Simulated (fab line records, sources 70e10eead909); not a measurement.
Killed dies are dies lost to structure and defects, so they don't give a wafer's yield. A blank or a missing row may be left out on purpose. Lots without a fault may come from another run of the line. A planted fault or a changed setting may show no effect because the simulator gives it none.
Problem report in the 8D (eight disciplines) form, filled by code | flow nand_harc | the parts of the form that need people (team, actions taken, sign-off) are left out

1. THE PROBLEM
killed_at_other at NHARC_END_SORT_01 reads a mean of 70.2 on 6 wafers of 2 lots; wafers without a fault read 0.8 with a standard deviation of 1.1. That is +63 standard deviations from the usual mean.
First seen on wafer L558.1, day 32 21:12, on prober-01. The record holds 33 wafers of 11 lots with a number at this step. Rule for "out", or "out of limits": more than 4 standard deviations from the usual mean. The other wafers with a number count as sound.

2. WHAT IT IS AND WHAT IT IS NOT
question                    | is                              | is not
which readings at this step | killed_at_other, sort_bin_3_pct | killed_at_array, killed_at_periphery, killed_open, sort_rim_yield_pct
which lots                  | L558, L559                      | L542, L543, L545, L546, L547, L550, L560, L561, L562
which wafers of those lots  | all that have a number          | -
read on which gauges        | prober-01, prober-02            | -
when                        | from day 32 21:12               | up to then (18 sound wafers); but 9 sound wafers of L560, L561, L562 came after

3. SUSPECTS, AND WHAT RULES EACH OUT
Counting: a tool at a process step up to the reading stays a suspect if it ran every lot that is out and no sound lot after the first of them.
- the gauge at NHARC_END_SORT_01: ruled out. The wafers that are out were read on 2 gauges (prober-01, prober-02).
- rie_si-04 at NHARC_THIN_TSV_ETCH_15 (target depth 3000 nm, bosch target overetch cycles 2, bosch etch step 2.8 s): kept. It ran every lot that is out, first L558 (day 32 03:21), and no sound lot after that; its last sound lot up to then is L546 (day 26 16:12).
- plasma_asher-02 at NHARC_THIN_TSV_STRIP_45 (strips in O2): kept. It ran every lot that is out, first L558 (day 32 03:34), and no sound lot after that; its last sound lot up to then is L547 (day 26 22:58).
Left after counting: rie_si-04 at NHARC_THIN_TSV_ETCH_15, plasma_asher-02 at NHARC_THIN_TSV_STRIP_45.

4. THE CAUSE (what the simulator had put in)
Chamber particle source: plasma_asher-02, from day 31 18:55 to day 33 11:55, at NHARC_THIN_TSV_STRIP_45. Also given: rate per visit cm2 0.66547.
Counting left 2 suspects, and this tool is among them.

5. THE CHAIN OF EFFECTS, in route order
Each row: a reading whose mean over the struck wafers that have a number lies more than 3 standard deviations from the usual. Only readings for which the record gives a usual standard deviation are gone through. hours: the time from each lot's start at the first step in this table that gives one to its start at this step, as a median over the lots. sigmas: the change in usual standard deviations.
hours | step              | reading              | usual  | on struck wafers | change | sigmas
0     | NHARC_END_SORT_01 | defect_limited_yield | 91.6 % | 83.3             | -8.3   | -3.2
0     | NHARC_END_SORT_01 | killed_at_other      | 0.8    | 70.2             | +69.4  | +63
0     | NHARC_END_SORT_01 | killed_dies          | 57     | 113              | +56    | +3.3
0     | NHARC_END_SORT_01 | sort_bin_2_pct       | 2.9 %  | 6.8              | +3.9   | +3.6
0     | NHARC_END_SORT_01 | sort_bin_3_pct       | 0.6 %  | 3.0              | +2.4   | +6.4
0     | NHARC_END_SORT_01 | sort_n_pass          | 620    | 564              | -56    | -3.3
0     | NHARC_END_SORT_01 | sort_yield_pct       | 91.6 % | 83.3             | -8.3   | -3.2

6. WHAT WOULD HAVE CAUGHT IT SOONER
In this record the first reading out of limits at a measuring or inspecting step was taken at day 32 21:12, 26 hours after the fault began at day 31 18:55.
Of the tool readings at NHARC_THIN_TSV_STRIP_45 for which the record gives a usual standard deviation, none was out on any struck wafer, so an alarm limit of 4 standard deviations on them would not have fired.
All the lots that are out (2) had begun NHARC_THIN_TSV_STRIP_45 on plasma_asher-02 by day 32 21:12. A hold on the tool at that time would have spared none of them.
